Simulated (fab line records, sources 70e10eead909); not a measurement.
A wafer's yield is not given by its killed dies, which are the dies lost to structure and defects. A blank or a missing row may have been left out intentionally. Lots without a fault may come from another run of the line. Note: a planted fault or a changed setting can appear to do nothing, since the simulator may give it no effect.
What tool caused it? / flow nand harc / 24 lots, 72 wafers sampled, at 1 step of a route of 1302

== WHAT THE GAUGES SHOWED, per wafer ==
NHARC_P_BONDPAD_OVL_MEAS_38. Usual: overlay x nm 1 nm, standard deviation 4.4; overlay y nm 2 nm, standard deviation 5.7.
lot=L074; measured=day 6 14:53; on=overlay-01; overlay x nm (nm)=1 1 2; overlay y nm (nm)=8 9 8; flag=
lot=L075; measured=day 6 20:35; on=overlay-02; overlay x nm (nm)=5 5 6; overlay y nm (nm)=1 1 1; flag=
lot=L076; measured=day 7 10:31; on=overlay-02; overlay x nm (nm)=8 7 7; overlay y nm (nm)=-3 -3 -2; flag=
lot=L077; measured=day 7 18:42; on=overlay-01; overlay x nm (nm)=1 1 1; overlay y nm (nm)=3 2 2; flag=
lot=L078; measured=day 8 06:04; on=overlay-01; overlay x nm (nm)=4 4 3; overlay y nm (nm)=8 8 7; flag=
lot=L079; measured=day 8 13:19; on=overlay-01; overlay x nm (nm)=-1 -1 0; overlay y nm (nm)=11 11 11; flag=
lot=L080; measured=day 9 01:25; on=overlay-01; overlay x nm (nm)=8 8 8; overlay y nm (nm)=4 4 4; flag=
lot=L081; measured=day 9 17:20; on=overlay-01; overlay x nm (nm)=2 2 2; overlay y nm (nm)=-9 -9 -9; flag=
lot=L082; measured=day 9 23:05; on=overlay-01; overlay x nm (nm)=0 0 -1; overlay y nm (nm)=-4 -4 -4; flag=
lot=L083; measured=day 10 21:31; on=overlay-01; overlay x nm (nm)=1 2 1; overlay y nm (nm)=2 2 2; flag=
lot=L085; measured=day 11 04:11; on=overlay-02; overlay x nm (nm)=-1 -1 -1; overlay y nm (nm)=-2 -2 -2; flag=
lot=L084; measured=day 11 06:16; on=overlay-01; overlay x nm (nm)=-2 -2 -2; overlay y nm (nm)=5 5 5; flag=
lot=L086; measured=day 11 12:14; on=overlay-02; overlay x nm (nm)=7 7 7; overlay y nm (nm)=6 6 6; flag=
lot=L088; measured=day 12 13:28; on=overlay-02; overlay x nm (nm)=-2 -1 -1; overlay y nm (nm)=-1 -1 -1; flag=
lot=L087; measured=day 12 14:29; on=overlay-01; overlay x nm (nm)=7 7 8; overlay y nm (nm)=3 3 3; flag=
lot=L089; measured=day 12 18:16; on=overlay-02; overlay x nm (nm)=-4 -5 -5; overlay y nm (nm)=-4 -5 -5; flag=
lot=L090; measured=day 13 09:54; on=overlay-02; overlay x nm (nm)=-6 -5 -6; overlay y nm (nm)=2 2 2; flag=
lot=L091; measured=day 13 11:55; on=overlay-01; overlay x nm (nm)=3 3 3; overlay y nm (nm)=7 8 8; flag=
lot=L092; measured=day 13 23:34; on=overlay-02; overlay x nm (nm)=-1 -2 -1; overlay y nm (nm)=-4 -4 -3; flag=
lot=L093; measured=day 14 10:24; on=overlay-02; overlay x nm (nm)=0 0 0; overlay y nm (nm)=14 14 15; flag=
lot=L094; measured=day 14 23:52; on=overlay-02; overlay x nm (nm)=-3 -3 -3; overlay y nm (nm)=-6 -7 -6; flag=
lot=L095; measured=day 15 11:40; on=overlay-02; overlay x nm (nm)=-8 -7 -8; overlay y nm (nm)=2 2 2; flag=
lot=L096; measured=day 15 17:10; on=overlay-01; overlay x nm (nm)=8 8 8; overlay y nm (nm)=-6 -7 -7; flag=
lot=L097; measured=day 16 00:54; on=overlay-01; overlay x nm (nm)=4 4 4; overlay y nm (nm)=1 1 1; flag=

== WHAT TOOL EACH LOT RAN ON (gives the tool, then ch and the chambers of the sampled wafers, and finally the start) ==
Before these readings, the record contains no process step.

== WHAT THE TOOLS THEMSELVES READ (means of the sampled wafers that have a number; where no wafer has one, the mark that the record gives instead) ==
The record holds no such reading with a usual standard deviation.

== THE ANSWER, worked out from the rows above alone ==
Rule: a lot is off if the mean of its wafers that have a number lies more than 3 standard deviations from the usual mean. A lot without any number at a reading at which 4 lots or more have one is off too. Where the step has rows for the other lots, those lots are counted as sound. Order of review: gauges by route order, followed by the tools' own readings, for which a lot's mean as printed above is used. At the first step where some lot is off, the reading lying furthest off is the one used; lots without a number count as furthest.
No lot is off at any reading shown: from this, nothing can be told.

== WHAT THE SIMULATOR PUT IN ==
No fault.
